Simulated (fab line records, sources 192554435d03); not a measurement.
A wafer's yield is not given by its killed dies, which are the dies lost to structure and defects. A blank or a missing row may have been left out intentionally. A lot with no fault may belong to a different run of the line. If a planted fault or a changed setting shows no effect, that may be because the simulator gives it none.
Split-lot trial || flow n5-finfet || on a route of 1938 steps: 7 lots, 21 wafers read

== THE SPLIT ==
At N5_SDB_CUT_ETCH_26 (etches Si in HBr/Cl2/O2, target depth 129.6 nm, bt time 20 s, time 51.8 s), the setting icp-w was moved away from the recipe's 800 W on 6 of the 21 wafers read, by -13.5% to +17.4%. For the rest of the wafers, this setting stayed at what the recipe calls for.

The split's own step is where the reading is taken.

== THE READING ==
etch.depth-nm (the simulator's own value, which no gauge read), in nm, at N5_SDB_CUT_ETCH_26 (etches Si in HBr/Cl2/O2, target depth 129.6 nm, bt time 20 s, time 51.8 s). There is no usual value for it anywhere in the file. Here, 15 wafers ran the recipe; their average is 130.1 nm with a standard deviation of 1.3 nm.

{"wafer": "L077.2", "tool, chamber at the split": "rie-si-01, 1", "icp-w as run, W": 800, "against the recipe": "recipe", "etch.depth-nm, nm": 129.8, "against lot-mates on the recipe": "-"}
{"wafer": "L077.4", "tool, chamber at the split": "rie-si-01, 3", "icp-w as run, W": 800, "against the recipe": "recipe", "etch.depth-nm, nm": 128.6, "against lot-mates on the recipe": "-"}
{"wafer": "L077.6", "tool, chamber at the split": "rie-si-01, 2", "icp-w as run, W": 800, "against the recipe": "recipe", "etch.depth-nm, nm": 130.9, "against lot-mates on the recipe": "-"}
{"wafer": "L079.1", "tool, chamber at the split": "rie-si-05, 0", "icp-w as run, W": 800, "against the recipe": "recipe", "etch.depth-nm, nm": 130.8, "against lot-mates on the recipe": "-"}
{"wafer": "L079.3", "tool, chamber at the split": "rie-si-05, 1", "icp-w as run, W": 939, "against the recipe": "+17.4%", "etch.depth-nm, nm": 137.8, "against lot-mates on the recipe": "+7.3"}
{"wafer": "L079.6", "tool, chamber at the split": "rie-si-05, 2", "icp-w as run, W": 800, "against the recipe": "recipe", "etch.depth-nm, nm": 130.2, "against lot-mates on the recipe": "-"}
{"wafer": "L081.4", "tool, chamber at the split": "rie-si-01, 0", "icp-w as run, W": 800, "against the recipe": "recipe", "etch.depth-nm, nm": 128.2, "against lot-mates on the recipe": "-"}
{"wafer": "L081.5", "tool, chamber at the split": "rie-si-01, 3", "icp-w as run, W": 800, "against the recipe": "recipe", "etch.depth-nm, nm": 127.6, "against lot-mates on the recipe": "-"}
{"wafer": "L081.6", "tool, chamber at the split": "rie-si-01, 2", "icp-w as run, W": 800, "against the recipe": "recipe", "etch.depth-nm, nm": 130.1, "against lot-mates on the recipe": "-"}
{"wafer": "L083.2", "tool, chamber at the split": "rie-si-01, 1", "icp-w as run, W": 800, "against the recipe": "recipe", "etch.depth-nm, nm": 131.2, "against lot-mates on the recipe": "-"}
{"wafer": "L083.3", "tool, chamber at the split": "rie-si-01, 2", "icp-w as run, W": 800, "against the recipe": "recipe", "etch.depth-nm, nm": 130.6, "against lot-mates on the recipe": "-"}
{"wafer": "L083.6", "tool, chamber at the split": "rie-si-01, 0", "icp-w as run, W": 800, "against the recipe": "recipe", "etch.depth-nm, nm": 129.6, "against lot-mates on the recipe": "-"}
{"wafer": "L086.1", "tool, chamber at the split": "rie-si-02, 1", "icp-w as run, W": 800, "against the recipe": "recipe", "etch.depth-nm, nm": 129.4, "against lot-mates on the recipe": "-"}
{"wafer": "L086.4", "tool, chamber at the split": "rie-si-02, 0", "icp-w as run, W": 878.2, "against the recipe": "+9.8%", "etch.depth-nm, nm": 135.9, "against lot-mates on the recipe": "+6.5"}
{"wafer": "L086.6", "tool, chamber at the split": "rie-si-02, 2", "icp-w as run, W": 878.2, "against the recipe": "+9.8%", "etch.depth-nm, nm": 136, "against lot-mates on the recipe": "+6.6"}
{"wafer": "L088.1", "tool, chamber at the split": "rie-si-05, 2", "icp-w as run, W": 800, "against the recipe": "recipe", "etch.depth-nm, nm": 131.7, "against lot-mates on the recipe": "-"}
{"wafer": "L088.3", "tool, chamber at the split": "rie-si-05, 1", "icp-w as run, W": 691.7, "against the recipe": "-13.5%", "etch.depth-nm, nm": 120.7, "against lot-mates on the recipe": -11.4}
{"wafer": "L088.6", "tool, chamber at the split": "rie-si-05, 0", "icp-w as run, W": 800, "against the recipe": "recipe", "etch.depth-nm, nm": 132.6, "against lot-mates on the recipe": "-"}
{"wafer": "L092.2", "tool, chamber at the split": "rie-si-02, 1", "icp-w as run, W": 744.6, "against the recipe": "-6.9%", "etch.depth-nm, nm": 125.2, "against lot-mates on the recipe": -5.3}
{"wafer": "L092.4", "tool, chamber at the split": "rie-si-02, 0", "icp-w as run, W": 744.6, "against the recipe": "-6.9%", "etch.depth-nm, nm": 126.7, "against lot-mates on the recipe": -3.8}
{"wafer": "L092.5", "tool, chamber at the split": "rie-si-02, 0", "icp-w as run, W": 800, "against the recipe": "recipe", "etch.depth-nm, nm": 130.5, "against lot-mates on the recipe": "-"}

THE FIT
A straight line over all 21 wafers: etch.depth-nm changes by +0.563 nm for each +1% of icp-w; r = +0.94; the points scatter about the line by 1.3 nm.
The same after taking each lot's own level away (the mean of its wafers on the recipe; 21 wafers): +0.616 nm for each +1%; r = +0.95; scatter 1.2 nm.
That fit puts the effect of the largest move of icp-w on the reading at 11 nm.
From 128.63 to 132.15 nm: that is the span of the lots' own levels, equal to 2.8 times the standard deviation above.
So the lot-to-lot level changes the slope little: the two slopes agree.
Check: +12.7 nm against its lot-mates is what the line predicts for one of the wafers moved furthest among these (+17.4%) when that wafer is left out of the fit. It came out at +7.3 nm against them.

== ADDITIONAL SPLITS CARRIED BY THESE WAFERS ==
These wafers also went through other splits before the reading. Each is held against what the fit with the lots' levels taken away leaves over:
{"other split on the same wafers": "N5_SD_EPI_N_EXPOSE_06 dose-mj", "wafers away from the commonest value": 7, "r with etch.depth-nm (lot level and that fit taken away)": -0.04}
{"other split on the same wafers": "N5_SD_EPI_N_ETCH_16 target-depth-a", "wafers away from the commonest value": 5, "r with etch.depth-nm (lot level and that fit taken away)": "+0.23"}
{"other split on the same wafers": "N5_SD_EPI_P_ETCH_16 target-depth-a", "wafers away from the commonest value": 7, "r with etch.depth-nm (lot level and that fit taken away)": "+0.33"}
{"other split on the same wafers": "N5_SD_EPI_P_EPI_21 temp-c", "wafers away from the commonest value": 10, "r with etch.depth-nm (lot level and that fit taken away)": "+0.21"}
{"other split on the same wafers": "N5_SDB_ETCH_18 time-s", "wafers away from the commonest value": 7, "r with etch.depth-nm (lot level and that fit taken away)": "+0.10"}

== THE WHOLE CHAIN: every reading that the file lists as answering this split, in the file's order ==
{"step": "N5_SDB_CUT_ETCH_26", "what it does": "etches Si in HBr/Cl2/O2, target depth 129.6 nm, bt time 20 s, time 51.8 s", "reading": "SDB.feature-depth-nm (the simulator's own value, which no gauge read)", "change (the file's fit)": "+0.599 nm for each +1% of the setting", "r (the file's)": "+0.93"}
{"step": "N5_SDB_CUT_ETCH_26", "what it does": "etches Si in HBr/Cl2/O2, target depth 129.6 nm, bt time 20 s, time 51.8 s", "reading": "etch.depth-nm (the simulator's own value, which no gauge read)", "change (the file's fit)": "+0.601 nm for each +1% of the setting", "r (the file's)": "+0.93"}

== THE FILE'S OWN FIT ==
etch.depth-nm changes by +0.601 nm for each +1% of icp-w, r = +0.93.
